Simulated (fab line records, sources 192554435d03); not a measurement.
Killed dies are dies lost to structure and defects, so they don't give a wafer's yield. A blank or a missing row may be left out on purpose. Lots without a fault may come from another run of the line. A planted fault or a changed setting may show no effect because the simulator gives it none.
fab line records | flow n5_finfet
record lots=3 wafers=9 last_day=16
route steps=1938 shown BEOL_M4@1099 BEOL_M5@1112 BEOL_M6@1198 PASSIVATION@1936
lots that met no fault: from a run of the same line without faults
start_h: hours from the record's first day to the start of the lot's first wafer shown | wait_h: hours since the lot's step before | " the same as in the row above | L1.1+2: a row that stands for several wafers | - no value, or no start given | * or withheld: withheld | < > ~ a bound
route shown NAME@n: a module of which the file shows steps, and the number in the route of the first | usual: mean/standard deviation of fault-free wafers | same: alike in all rows | chamber/n: place in a boat | sites: the reading at each site | _std_site: their standard deviation | _edge_site: outer sites' mean less inner sites' | radius_mm: how far each site lies from the wafer's centre | mask NAME#n: copy n | behind: the tool/chamber that last shaped the wafer | hold: why the lot was held/for how many hours/how that ended | device: the transistor (n, p or np) that didn't switch | end of line: the same wafers' tests at the end of the route | a step without rows: its recipe alone | killed: dies lost to structure and defects at the first sort, not the wafer's yield | map: a wafer's dies, x killed, . not, _ none there
set.NAME: the setting as run; set.NAME@STEP: as run at that earlier step | model.NAME: the simulator's own value behind a step, which no gauge read
lots at some steps of the route; a table a step, a row a wafer
services: from which hour (start_h, from the record's first day; less than 0 if before it) a tool's chamber was out of use, for how many hours, and why
## steps
# step N5_BEOL_M4_ANNEAL_95
# recipe temp_c=400 time_s=240 ambient=vacuum
# step N5_BEOL_M4_SPUTTER_96
# recipe material=Cu target_thk_a=45 temp_c=-20 chamber_pressure_pa=0.07 power_w=withheld time_s=8.29
# step N5_BEOL_M4_ECD_50
# recipe material=Cu target_thk_a=3000
# step N5_BEOL_M4_ANNEAL_51
# recipe temp_c=225 time_s=90 ambient=N2
# step N5_BEOL_M4_CMP_52
# recipe stop_on=SiOC t_overpolish_s=6.8 down_force_psi=1 platen_rpm=50 clearing_platen_down_force_psi=1.5 clearing_platen_rpm=50 post_cmp_clean=cu_alkaline target_thk_nm=40 clearing_platen_pad_velocity_m_s=0.99484 pad_velocity_m_s=0.99484
# step N5_BEOL_M4_PRE_CLEAN_60
# recipe gas=NH3/H2 time_s=15 temp_c=* rf_power_w=300
# step N5_BEOL_M4_CO_CAP_55
# recipe material=Co target_thk_a=20 temp_c=200 precursor=CCTBA/H2 pressure_torr=30 time_s=102.1
# step N5_BEOL_M4_PRE_CLEAN_56
# recipe gas=NH3 time_s=15 temp_c=withheld rf_power_w=300
# step N5_BEOL_M4_DEP_57
# recipe material=SiCN target_thk_a=80 temp_c=withheld precursor=3MS/NH3 pressure_torr=3 rf_w=202 time_s=14
# step N5_BEOL_M4_RC_MEAS_101
# usual DIBL_N=36.7/1.8 DIBL_P=37.0/2.4 IOFF_N=0.17/0.036 IOFF_P=0.22/0.042 ION_N=673/12 ION_P=462/8.5 SS_N=71.7/0.62 SS_P=73.4/0.65 VT_N=250/3.7 VT_P=-250/3.7
# columns lot.wafer tool chamber start_h wait_h DIBL_N[mV/V] DIBL_P[mV/V] IOFF_N[nA/um] IOFF_P[nA/um] ION_N[uA/um] ION_P[uA/um] SS_N[mV/dec] SS_P[mV/dec] VT_N[mV] VT_P[mV]
L901.1 prober-02 0 188.41 0.0 39.1 40.7 0.22 0.28 691 466 72.4 74.2 246 -246
L901.3 " 0 " " 36.9 37.5 0.17 0.22 682 458 71.5 74.2 248 -248
L901.5 " 0 " " 37.7 38.7 0.18 0.22 676 456 72.0 73.9 249 -250
L905.3 prober-01 0 204.87 0.3 35.7 35.7 0.14 0.19 654 454 71.3 73.6 253 -254
L905.4 " 0 " " 37.8 38.5 0.18 0.23 671 456 71.4 74.5 249 -249
L905.5 " 0 " " 35.2 35.1 0.13 0.17 659 448 70.6 72.5 255 -255
L913.1 prober-01 0 270.96 0.0 34.9 35.8 0.12 0.19 649 452 71.5 73.0 253 -251
L913.2 " 0 " " 35.6 37.4 0.14 0.22 667 462 71.1 73.8 251 -251
L913.4 " 0 " " 35.1 37.3 0.14 0.21 671 466 71.7 73.8 253 -252
# step N5_BEOL_M5_ILD_DEP_00
# recipe material=SiCOH_lowk target_thk_a=1406.4 temp_c=300 precursor=DEMS/porogen pressure_torr=5 rf_w=500 time_s=25.9
# step N5_BEOL_M5_CURE_79
# recipe temp_c=385 time_s=240 ambient=He/Ar material=SiCOH_lowk
# step N5_BEOL_M5_PECVD_70
# recipe material=SiO2 target_thk_a=160 temp_c=400 precursor=TEOS/O2 pressure_torr=5.5 rf_w=450 teos_flow_sccm=53.8 gas=O2 flow_sccm=3000 time_s=18
# step N5_BEOL_M5_HM_DEP_02
# recipe material=TiN target_thk_a=200 temp_c=25 chamber_pressure_pa=0.49996
# step N5_BEOL_M5_COAT_59
# recipe resist=SOC temp_c=250 time_s=60 spin_rpm=1500 resist_thk_nm=60
# step N5_BEOL_M5_COAT_60
# recipe resist=SiARC temp_c=220 time_s=60 spin_rpm=1500 resist_thk_nm=12
# step N5_BEOL_M5_COAT_71
# recipe resist=underlayer temp_c=205 time_s=60 spin_rpm=1500 resist_thk_nm=5
# step N5_BEOL_M5_COAT_05
# recipe resist=CAR-EUV spin_rpm=1500 resist_thk_nm=30
# step N5_BEOL_M5_EBR_07
# recipe solvent=PGMEA ebr_width_mm=1.5
# step N5_BEOL_M5_SOFTBAKE_06
# recipe temp_c=110 time_s=60 resist=CAR-EUV
# step N5_BEOL_M5_EXPOSE_08
# recipe mask_id=M5 na=0.33 source_shape=annular sigma_inner=0.4 sigma_outer=0.8 polarization=unpolarized target_cd_nm=28 dose_mj=35.75
# step N5_BEOL_M5_PEB_09
# recipe peb_temp_c=100 peb_time_s=60 resist=CAR-EUV
# step N5_BEOL_M5_DEVELOP_10
# recipe develop_time_s=30 developer=TMAH resist=CAR-EUV rinse_liquid=surfactant_rinse dry=air_spin dev_temp_c=23
# step N5_BEOL_M5_DESCUM_16
# recipe chemistry=O2 time_s=7 source_power_w=50 bias_power_w=20 pressure_mtorr=20 rf_frequency_hz=2.712e+07 temp_c=40 resist=CAR-EUV o2_flow_sccm=225
# step N5_BEOL_M5_ETCH_72
# recipe chemistry=N2/H2 target=underlayer target_depth_a=65 mask_material=CAR-EUV time_s=5.2 ion_energy_ev=200 pressure_mtorr=30 source_w=840 bias_w=150 n2_flow_sccm=200 h2_flow_sccm=200 ends=cleared
# step N5_BEOL_M5_ETCH_61
# recipe chemistry=CF4 target=SiARC target_depth_a=156 mask_material=CAR-EUV time_s=26 ion_energy_ev=80 pressure_mtorr=40 source_w=545 bias_w=36 Ar_flow_sccm=100 cf4_flow_sccm=100 ends=cleared
# step N5_BEOL_M5_ETCH_62
# recipe chemistry=N2/H2 target=SOC target_depth_a=750 overetch_a=150 mask_material=SiARC temp_c=40 time_s=112.5 ion_energy_ev=200 pressure_mtorr=30 source_w=840 bias_w=150 n2_flow_sccm=200 h2_flow_sccm=200
# step N5_BEOL_M5_STRIP_63
# recipe chemistry=N2/H2 temp_c=40 n2_flow_sccm=200 h2_flow_sccm=200 rf_frequency_hz=6e+07
# step N5_BEOL_M5_STRIP_73
# recipe chemistry=N2/H2 temp_c=40 n2_flow_sccm=200 h2_flow_sccm=200 rf_frequency_hz=6e+07
# step N5_BEOL_M5_STRIP_64
# recipe chemistry=CF4 resist=SiARC power_w=300 bias_power_w=75 pressure_mtorr=50 cf4_flow_sccm=150 rf_frequency_hz=6e+07
# step N5_BEOL_M5_HM_OPEN_17
# recipe chemistry=Cl2/BCl3 target_depth_a=200 overetch_a=60 target=TiN mask_material=SOC ion_energy_ev=150 pressure_mtorr=10 icp_w=1000 bias_w=126 Cl2_flow_sccm=53.25 bcl3_flow_sccm=21.75 Ar_flow_sccm=25
# step N5_BEOL_M5_STRIP_19
# recipe chemistry=O2 power_w=400 temp_c=40 pressure_mtorr=30 rf_frequency_hz=6e+07 bias_power_w=0 overash_fraction=0.2 o2_flow_sccm=225
# step N5_BEOL_M5_COAT_65
# recipe resist=SOC temp_c=250 time_s=60 spin_rpm=1500 resist_thk_nm=60
# step N5_BEOL_M5_COAT_66
# recipe resist=SiARC temp_c=220 time_s=60 spin_rpm=1500 resist_thk_nm=12
# step N5_BEOL_M6_HM_DEP_02
# recipe material=TiN target_thk_a=200 temp_c=25 chamber_pressure_pa=0.49996
# usual throttle_valve_pct=30.3/1
# columns lot.wafer tool chamber start_h wait_h throttle_valve_pct model.TiN_of_BEOL_M6_HM_DEP_02.thk_nm
L901.1 pvd_sputter-01 - 203.11 0.8 31.6 20
L901.3 " - " " 31.5 20
L901.5 " - " " 31.5 20.2
L905.3 pvd_sputter-01 - 219.19 0.0 31.4 20.4
L905.4 " - " " 29.5 20.2
L905.5 " - " " 31.0 29.8
L913.1 pvd_sputter-03 - 285.67 1.8 30.9 19.6
L913.2 " - " " 29.3 20
L913.4 " - " " 31.9 20
# step N5_BEOL_M6_HM_OPEN_17
# recipe chemistry=Cl2/BCl3 target_depth_a=200 overetch_a=60 target=TiN mask_material=SOC ion_energy_ev=150 pressure_mtorr=10 icp_w=1000 bias_w=126 Cl2_flow_sccm=53.25 bcl3_flow_sccm=21.75 Ar_flow_sccm=25
# usual drypump_motor_current_A=5.6/0.32 oes_product_au=0.68/0.094 throttle_valve_pct=22.22/0.18
# columns lot.wafer tool chamber start_h wait_h drypump_motor_current_A oes_product_au rf_hours_counter_h throttle_valve_pct model.etch.depth_nm
L901.1 rie_metal-03 1 204.02 0.0 5.5 0.78 4 22.05 19.99
L901.3 " 1 " " 5.5 0.78 - 22.05 20.01
L901.5 " 1 " " 5.5 0.79 - 22.03 20.11
L905.3 rie_metal-03 1 220.32 0.1 5.5 0.79 - 22.04 20.34
L905.4 " 0 " " 6.0 0.62 - 22.35 20.14
L905.5 " 1 " " 5.5 0.91 - 21.86 25.91
L913.1 rie_metal-03 0 286.41 0.0 6.0 0.59 72 22.36 19.66
L913.2 " 1 " " 5.5 0.74 12 22.06 20.08
L913.4 " 1 " " 5.5 0.74 - 22.07 20.04
# step N5_BEOL_M6_VIA_ETCH_34
# recipe chemistry=C4F6/O2 target=SiCOH_lowk target_depth_a=1263 mask_material=SOC taper_deg=4 time_s=50.9 ion_energy_ev=250 pressure_mtorr=30 source_w=345 bias_w=185 Ar_flow_sccm=300 C4F6_flow_sccm=10 O2_flow_sccm=10
# usual C4F6_flow_sccm=10.010/0.028 O2_flow_sccm=10.00/0.031 drypump_motor_current_A=5.6/0.4 oes_product_au=0.81/0.096 rf_vpp_V=664/11 showerhead_plenum_p_Torr=2.87/0.099 throttle_valve_pct=20.80/0.17
# same time_s=50.9
# columns lot.wafer tool chamber start_h wait_h C4F6_flow_sccm O2_flow_sccm drypump_motor_current_A oes_product_au rf_hours_counter_h rf_vpp_V showerhead_plenum_p_Torr throttle_valve_pct
L901.1 rie_diel-01 3 205.07 0.0 9.995 10.05 4.9 0.84 66 657 2.99 20.58
L901.3 " 2 " " 9.986 9.99 6.4 0.86 58 683 3.03 20.85
L901.5 " 0 " " 10.012 10.02 4.9 0.71 - 678 2.83 21.02
L905.3 rie_diel-02 1 222.35 0.0 10.024 10.01 5.7 0.78 148 665 2.75 20.84
L905.4 " 0 " " 9.991 10.04 5.3 0.72 200 655 2.84 20.86
L905.5 " 2 " " 10.052 10.01 5.9 0.30 - 642 2.69 21.04
L913.1 rie_diel-02 0 290.40 0.0 10.025 10.00 5.3 0.70 232 653 2.83 20.91
L913.2 " 2 " " 9.962 10.02 5.9 0.96 6 650 3.02 20.85
L913.4 " 3 " " 10.066 9.98 5.7 0.91 20 667 2.93 20.52
# step N5_BEOL_M6_TRENCH_ETCH_37
# recipe chemistry=C4F6/O2 target_depth_a=944.35 target=SiCOH_lowk time_s=31.5 ion_energy_ev=250 pressure_mtorr=30 source_w=345 bias_w=185 Ar_flow_sccm=300 C4F6_flow_sccm=10 O2_flow_sccm=10
# usual C4F6_flow_sccm=9.99/0.031 O2_flow_sccm=9.999/0.028 drypump_motor_current_A=5.6/0.4 oes_product_au=0.81/0.096 rf_vpp_V=664/11 showerhead_plenum_p_Torr=2.87/0.099 throttle_valve_pct=20.83/0.17
# same time_s=31.5
# columns lot.wafer tool chamber start_h wait_h C4F6_flow_sccm O2_flow_sccm drypump_motor_current_A oes_product_au rf_hours_counter_h rf_vpp_V showerhead_plenum_p_Torr throttle_valve_pct model.TiN_of_BEOL_M6_HM_DEP_02.thk_nm
L901.1 rie_diel-01 3 - - 10.01 10.004 4.9 0.84 66 658 2.99 20.60 17.2
L901.3 " 2 " " 9.99 9.951 6.4 0.86 58 684 3.03 20.89 17.2
L901.5 " 0 " " 9.98 10.054 4.9 0.71 - 679 2.83 21.05 17.4
L905.3 rie_diel-02 1 - - 10.01 9.964 5.7 0.76 148 665 2.75 20.87 17.6
L905.4 " 0 " " 10.03 10.024 5.3 0.72 200 654 2.84 20.90 17.4
L905.5 " 2 " " 9.98 9.934 5.9 0.67 - 640 2.69 21.20 27.2
L913.1 rie_diel-02 0 - - 10.01 9.977 5.3 0.69 232 655 2.83 20.97 17
L913.2 " 2 " " 10.04 10.010 5.9 0.97 6 652 3.02 20.89 17.4
L913.4 " 3 " " 10.02 10.010 5.7 0.93 20 667 2.93 20.55 17.2
# step N5_BEOL_M6_OCD_MEAS_38
# usual trench_depth_nm=94.6/1.8
# columns lot.wafer tool chamber start_h wait_h trench_depth_nm
L901.1 ocd-01 - 205.31 - 95.2
L901.3 " - " " 94.9
L901.5 " - " " 90.9
L905.3 ocd-01 - 222.60 - 92.7
L905.4 " - " " 93.3
L905.5 " - " " 8.5
L913.1 ocd-02 - 290.64 - 95.0
L913.2 " - " " 97.7
L913.4 " - " " 98.8
# step N5_BEOL_M6_CD_MEAS_35
# recipe target_cd_nm=40 target_cd_y_nm=28 polarity=opening
# usual cd_nm=40.2/0.71
# columns lot.wafer tool chamber start_h wait_h cd_nm
L901.1 cd_sem-02 - 205.47 0.0 41.3
L901.3 " - " " 41.1
L901.5 " - " " 40.6
L905.3 cd_sem-01 - 222.76 0.0 40.2
L905.4 " - " " 39.7
L905.5 " - " " -
L913.1 cd_sem-03 - 290.79 0.0 40.5
L913.2 " - " " 40.8
L913.4 " - " " 39.5
# step N5_BEOL_M6_THK_MEAS_53
# recipe thk_meas_gauge=xrf reads=Cu_of_BEOL_M6_ECD_50
# usual M6_THK=79.6/2.3
# columns lot.wafer tool chamber start_h wait_h M6_THK[nm]
L901.1 film_metro-02 - 207.58 - 80.9
L901.3 " - " " 80.1
L901.5 " - " " 76.0
L905.3 film_metro-01 - 225.02 - 76.5
L905.4 " - " " 77.3
L905.5 " - " " -
L913.1 film_metro-01 - 294.19 - 77.9
L913.2 " - " " 79.7
L913.4 " - " " 82.7
# step N5_PASSIVATION_PROBE_49
# usual defect_limited_yield=91.1/1.4 killed_at_M0_to_M3=32/9.3 killed_at_M4_up=13/5.8 killed_at_contacts=12/6.3 killed_at_front_end=44/12 killed_at_other=3.6/2.7 killed_dies=104/17 killed_on_rim=14/3.9 killed_open=69/13 killed_short=34/6.9 sort_bin_5_function=5.2/0.98 sort_bin_6_memory=3.3/0.59 sort_n_pass=1075/17 sort_yield_pct=91.1/1.4
# same gross_dies=1180 killed_at_back_side=0 sort_bin_4_leakage[%]=0 sort_bin_8_speed[%]=0
# columns lot.wafer tool chamber start_h wait_h defect_limited_yield[%] killed_at_M0_to_M3 killed_at_M4_up killed_at_contacts killed_at_front_end killed_at_other killed_dies killed_on_rim killed_open killed_short sort_bin_5_function[%] sort_bin_6_memory[%] sort_n_pass sort_yield_pct[%]
L901.1 prober-01 - 292.60 0.0 91.0 43 11 7 45 0 106 15 84 22 5.8 3.1 1074 91.0
L901.3 prober-01 - 292.70 0.1 92.7 25 12 12 35 2 86 14 57 28 3.9 3.3 1094 92.7
L901.5 prober-01 - 292.80 0.2 92.7 22 4 3 55 2 86 19 44 36 3.5 2.8 1094 92.7
L905.3 prober-01 - 308.06 0.1 90.8 29 5 13 61 0 108 15 65 42 6.4 2.5 1072 90.8
L905.4 prober-01 - 308.11 0.2 91.6 24 6 3 65 1 99 15 62 36 4.7 3.4 1081 91.6
L905.5 prober-01 - 308.16 0.2 6.7 25 994 11 67 4 1101 145 82 31 89.8 3.3 79 6.7
L913.1 prober-01 - 375.31 0.0 90.2 28 9 20 52 7 116 13 89 26 5.8 3.7 1064 90.2
L913.2 prober-01 - 375.36 0.1 89.4 47 7 26 44 1 125 17 86 37 6.3 4.3 1055 89.4
L913.4 prober-01 - 375.46 0.2 91.4 26 4 20 48 3 101 19 60 38 4.7 3.4 1079 91.4
# killed by level:class
L901.1 FIN_SAQP:geometric_particle:open=24 BEOL_M2:geometric_particle:open=13 BEOL_M3:geometric_particle:open=10 FIN_SAQP:geometric_particle:short=7 BEOL_M0_SAQP:geometric_particle:open=7 MOL_CONTACT_COAG:geometric_particle:open=5 BEOL_M1:geometric_particle:open=4 BEOL_M4:geometric_particle:open=4
L901.3 MOL_CONTACT_COAG:geometric_particle:open=10 FIN_SAQP:geometric_particle:open=9 FIN_SAQP:geometric_particle:short=8 BEOL_M0_SAQP:geometric_particle:short=8 STI_FIN_REVEAL:geometric_particle:open=6 DUMMY_GATE:geometric_particle:open=5 BEOL_M3:geometric_particle:open=4 ILD0:geometric_particle:open=3
L901.5 FIN_SAQP:geometric_particle:short=19 FIN_SAQP:geometric_particle:open=15 HKMG_FIN:area_etch=6 STI_FIN_REVEAL:geometric_particle:open=5 BEOL_M0_SAQP:geometric_particle:short=5 GATE_CUT:geometric_particle:open=3 BEOL_M0:geometric_particle:open=3 BEOL_M1:geometric_particle:open=3
L905.3 STI_FIN_REVEAL:geometric_particle:open=17 MOL_CONTACT_COAG:geometric_particle:open=9 FIN_SAQP:geometric_particle:open=8 STI_FIN_REVEAL:geometric_particle:short=8 BEOL_M0_SAQP:geometric_particle:short=8 FIN_SAQP:geometric_particle:short=6 GATE_CUT:geometric_particle:short=6 BEOL_M3:geometric_particle:open=5
L905.4 STI_FIN_REVEAL:geometric_particle:open=22 GATE_CUT:geometric_particle:open=7 GATE_CUT:geometric_particle:short=7 BEOL_M0_SAQP:geometric_particle:open=7 FIN_SAQP:geometric_particle:short=6 SPACER0:geometric_particle:open=6 SPACER0:geometric_particle:short=5 BEOL_M0_SAQP:geometric_particle:short=5
L905.5 BEOL_M6:area_open=988 STI_FIN_REVEAL:geometric_particle:open=27 FIN_SAQP:geometric_particle:open=12 MOL_CONTACT_COAG:geometric_particle:open=10 FIN_SAQP:geometric_particle:short=7 BEOL_M0_SAQP:geometric_particle:open=7 BEOL_M0_SAQP:geometric_particle:short=6 BEOL_M2:geometric_particle:open=6
L913.1 MOL_CONTACT_COAG:geometric_particle:open=17 FIN_SAQP:geometric_particle:open=16 STI_FIN_REVEAL:geometric_particle:open=15 BEOL_M2:geometric_particle:open=9 FIN_SAQP:geometric_particle:short=5 BEOL_M3:geometric_particle:open=5 DUMMY_GATE:geometric_particle:open=4 BEOL_M0_SAQP:geometric_particle:open=4
L913.2 MOL_CONTACT_COAG:geometric_particle:open=24 BEOL_M3:geometric_particle:open=13 FIN_SAQP:geometric_particle:open=10 BEOL_M0_SAQP:geometric_particle:open=9 FIN_SAQP:geometric_particle:short=8 BEOL_M0_SAQP:geometric_particle:short=8 STI_FIN_REVEAL:geometric_particle:open=7 ILD0:geometric_particle:short=7
L913.4 MOL_CONTACT_COAG:geometric_particle:open=13 DUMMY_GATE:geometric_particle:open=10 FIN_SAQP:geometric_particle:open=9 FIN_SAQP:geometric_particle:short=8 BEOL_M0_SAQP:geometric_particle:short=8 MOL_CONTACT_COAG:geometric_particle:short=7 BEOL_M2:geometric_particle:open=6 BEOL_M0_SAQP:geometric_particle:open=4
# map L905.5 (x killed, . not)
_________________xxxxxxxxxxxx________________
______________xxxxxxxxxxxx.xxx.._____________
___________xxxxxxxxxxxxxxxxxx.xxxxx__________
__________xxxxxxxxxxxxxxxxx...xxxxxx_________
________xxxxxxxxxxxxxxxxx..xx.xxxxx.xx_______
_______xxxxxxxxxxxxxxxxxxxx.x..xxxxx..x______
______xxxx.xxxxxxxxxxxxxxxx.xxxxxxxxxx.x_____
_____xxxxx.xxxxxxxxxxxxxxxxxxxxxxxxxxxx.x____
____xxx.xx.xxxx.xxxxxxxxxxxxxxxxxxxxx.xxxx___
___xxxxxxxxxxxxxxxxxxxxxxxxxxxxxxxxxx..xxxx__
___xxxxxxxxxxxxxx.xxxxxxxxxxxxxxxxxxxxxx.xx__
__xxxxxxxxxxxxxxxxxxxxxxxxxxxxxxxxxxxxxxxxxx_
__xxxxxxxxxxxxxxxxxxxxxxxxxxxxxxxxxxxxx.xxxx_
_xxxxxxxxxxxxxxxxxxxxxxxxxxxxxxxxxxxxxxxxxxxx
_xxxxxxxxxxxxxxx.xxxxxxxxxxxxxxxxxxxxxxxxx.xx
_xxxxxxxxxxxxx.x..xxxxxxxxxxxxxxxxxxx.x..xxxx
_xxxxxxxxxxxxxxxxxxxxxxx.xxxxxxxxxx.xx.x.x..x
_xxxxxxxxxxxxxxxxxxxxx.xxxxxxxxxxxx..x...xxxx
_xxxxxxxxxxxxxxxxxx.x.xxx.xxxxxxx..x.x..x.xxx
_xxxxxxxxxxxxxxxxxxx..xx.x.xxxxxxxx..x..x.xx.
_xxxxxxxxxxxxxxxxxxxxx.xxxxxxxxxxxxx.x.xxxxxx
__xxxxxxxxxxxxxxxxxxxxxxxxxxxxxxxxxxxx.x.xxx_
__xxxxxxxxxxxxxxxxxxxxxxxxxxxxxxxxxxx.xxxxxx_
___xxxxxxxxxxxxxxxxxxxxxxxxxxxxxxxxxxxx..xx__
___xxxxxxxxxxxxxxxxxxxxxxxxxxxxxxxxx.xxxxxx__
____xxxxxxxxxxxxxxxxxxxxxxxxxxxxxxxxxxxxxx___
_____xxxxxxxxx.xxxxxxxxxxxxxxxxxxxxxxxxxx____
______xxxxxxxxxxxxxxxxxxxxxxxxxxxxxxxxxx_____
_______xxxxxxxxxxxxxxxxxxxxxxxxxxxxxxxx______
________xxxxxxxxxxxxxxxxxxxxxxxxxxxxxx_______
__________xxxxxxxxxxxxxxxxxxxxxxxxxx_________
___________xxxxxxxxxxxxxxxxxxxxxxxx__________
______________xxxxxxxxxxxxxxxxxx_____________
_________________xxxxxxxxxxxx________________
# map L901.1 (x killed, . not)
_________________.......xx...________________
______________............x....._____________
___________...x.....x........x.....__________
__________.x.x..............x......._________
________x.......x.x.....xx............_______
_______......xx.........x............x.______
______.........x...............x..x....._____
_____........................x...........____
____...x.................................x___
___...x.x.......x..x.........x.........x...__
___..x....................x................__
__............................x..x.........._
__...................x........x.....xx.....x_
_................................x......x.x..
_.............x..........x...................
_xx.....x........xx......x............x......
_.....................x.x....................
_x...........................xx..............
_...................x.............x......x...
_.......................x.x.................x
_.........x....x...xx........................
__xx........x...........x.x.x...x....x.x...._
__.....................x...............x...._
___...........x........x.......x..x..x.....__
___..x.........x.x.........................__
____x.x.x...........x.x.............x.....___
_____..................x.x........x......____
______.......................x.x....xx.._____
_______................................______
________.................x.....x.....x_______
__________............xx............_________
___________.....x...............x..__________
______________......x..........._____________
_________________............________________
## services
# columns tool chamber start_h hours kind
rie_diel-01 1 192.52 - clean
rie_diel-01 1 192.52 - consumable_replace:focus_ring
rie_diel-01 - 218.42 14.6 pm
rie_diel-02 3 223.86 - clean
rie_diel-02 3 223.86 - consumable_replace:focus_ring
rie_diel-02 3 223.86 20.6 scheduled_down
rie_diel-02 3 223.86 20.6 vent_cycle
rie_diel-02 2 244.49 - clean
rie_diel-02 2 244.49 - consumable_replace:focus_ring
rie_diel-02 2 244.49 - consumable_replace:showerhead
rie_diel-02 2 244.49 30.8 scheduled_down
rie_diel-02 2 244.49 30.8 vent_cycle
## key
first_sign step=N5_BEOL_M6_VIA_ETCH_34 reading=oes_product_au direction=down sigmas=5.3 usual=0.81 struck=0.30
effect step=N5_BEOL_M6_OCD_MEAS_38 reading=trench_depth_nm direction=down sigmas=47 usual=94.6 struck=8.5
effect step=N5_BEOL_M6_CD_MEAS_35 reading=cd_nm direction=missing
effect step=N5_BEOL_M6_THK_MEAS_53 reading=M6_THK direction=missing
effect step=N5_PASSIVATION_PROBE_49 reading=killed_at_M4_up direction=up sigmas=99+ usual=13 struck=994
model_effect step=N5_BEOL_M6_HM_DEP_02 value=TiN_of_BEOL_M6_HM_DEP_02.thk_nm without=20.4 struck=29.8
model_effect step=N5_BEOL_M6_HM_OPEN_17 value=etch.depth_nm without=20.49 struck=25.91
model_effect step=N5_BEOL_M6_TRENCH_ETCH_37 value=TiN_of_BEOL_M6_HM_DEP_02.thk_nm without=18 struck=27.2
more_kills_born_at N5_BEOL_M6_HM_OPEN_17@rie_metal-03=988
met_at N5_BEOL_M6_HM_DEP_02
struck_wafers L905.5
later_rows_left_out L905.5
onset_between 203.11 219.19
fault kind=process_parameter_drift tool=pvd_sputter-01 chamber=- onset_h=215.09 steps=N5_BEOL_M6_HM_DEP_02 channel=target_thk_a offset=* shape=step end_h=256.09 scope=struck_wafers_only acts_in=* stated=*
# later_rows_left_out: the simulator's readings of these wafers behind a module that went badly wrong aren't trusted and aren't shown, but for the sort
